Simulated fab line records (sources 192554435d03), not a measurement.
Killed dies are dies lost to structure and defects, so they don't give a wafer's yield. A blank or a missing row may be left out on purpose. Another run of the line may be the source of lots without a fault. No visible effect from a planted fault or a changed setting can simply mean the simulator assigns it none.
A struck lot beside a sound one	flow n5 finfet	14 steps out of a route of 1938
Sound: the wafers L658.1, L658.4, L658.6. Struck: wafer L668.3 (left out: L668.6, a lot-mate that was not struck); the cause follows at the end.
For every step that has rows: the tool of each side, followed by ch and its chambers, followed by its first start. Under that, the readings that differ: sound wafers	struck wafers	difference of the means	sigmas: that difference in standard deviations of wafers without a fault.
alike: a reading whose means differ by less than 2 such deviations, as well as words and numbers matching on both sides. not compared: withheld readings; readings where some wafer has no value; bounds like >300 that might hide an equal value; numbers whose values overlap and for which the record gives no deviation.
The two part at a step that has a row with sigmas, a row that says differs or no value, or rows on one side only. Numbers that have no deviation but don't overlap get no sigmas and don't part them. Lack of a reading on every wafer of one side parts them only where that side has two or more wafers.

first, 1 step without rows for these wafers: N5_BEOL_M5_CVD_47 (deposits Co from CCTBA/H2, target thk 3 nm, time 216 s).
N5_BEOL_M5_SPUTTER_48: material Cu, target thk 15 nm, time 27.62 s.
  sound on pvd sputter-03 at day 10 02:23; struck on pvd sputter-01 at day 12 20:17
  alike: throttle valve pct
N5_BEOL_M5_ANNEAL_49: time 1800 s.
  sound on pvd sputter-03 at day 10 02:28; struck on pvd sputter-01 at day 12 20:22
  alike: heater power w
then, 3 steps without rows for these wafers: N5_BEOL_M5_SPUTTER_81 (material Cu, target thk 15 nm, time 27.62 s); N5_BEOL_M5_ANNEAL_82 (time 1800 s); N5_BEOL_M5_SPUTTER_83 (material Cu, target thk 15 nm, time 27.62 s).
N5_BEOL_M5_ANNEAL_84: time 1800 s.
  sound on pvd sputter-03 at day 10 04:38; struck on pvd sputter-01 at day 12 22:32
  alike: heater power w
N5_BEOL_M5_SPUTTER_88: material Cu, target thk 15 nm, time 27.62 s.
  sound on pvd sputter-03 at day 10 05:39; struck on pvd sputter-01 at day 12 23:33
  alike: throttle valve pct
then, 3 steps without rows for these wafers: N5_BEOL_M5_ANNEAL_89 (time 1800 s); N5_BEOL_M5_SPUTTER_90 (material Cu, target thk 4.5 nm, time 8.29 s); N5_BEOL_M5_ECD_50 (material Cu, target thk 300 nm).
N5_BEOL_M5_ANNEAL_51: time 90 s.
  sound on rtp anneal-01 ch 0, day 10 06:56; struck on rtp anneal-01 ch 0, day 13 00:56
  alike: wafer_temp_C_max
N5_BEOL_M5_CMP_52: polishes, stops on SiCOH lowk, t overpolish 6.9 s, target thk 62 nm.
  sound on cmp-01 ch 0,3, day 10 07:14; struck on cmp-03 ch 0, day 13 01:11
reading	sound	struck	difference	sigmas
barrier field endpoint s (s)	24.1 24.3 24.1	13.3	-10.9	-17
time to endpoint s (s)	58 59 56	31	-27	-9
model.SiCOH_lowk_of_BEOL_M5_ILD_DEP_00.thk nm (nm)	118.4 119 118.6	115.6	-3.1	
  alike: motor current A, overpolish run s
N5_PASSIVATION_PROBE_49:
  the record has rows for the sound wafers here (prober-01, day 14 09:32) and none for the struck ones

## WHERE THEY PART
First at N5_BEOL_M5_CMP_52; last, within this record, at N5_PASSIVATION_PROBE_49.

WHY: what the simulator had put in
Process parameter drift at N5_BEOL_M5_CMP_52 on cmp-03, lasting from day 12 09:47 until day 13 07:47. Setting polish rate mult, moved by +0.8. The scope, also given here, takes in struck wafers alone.
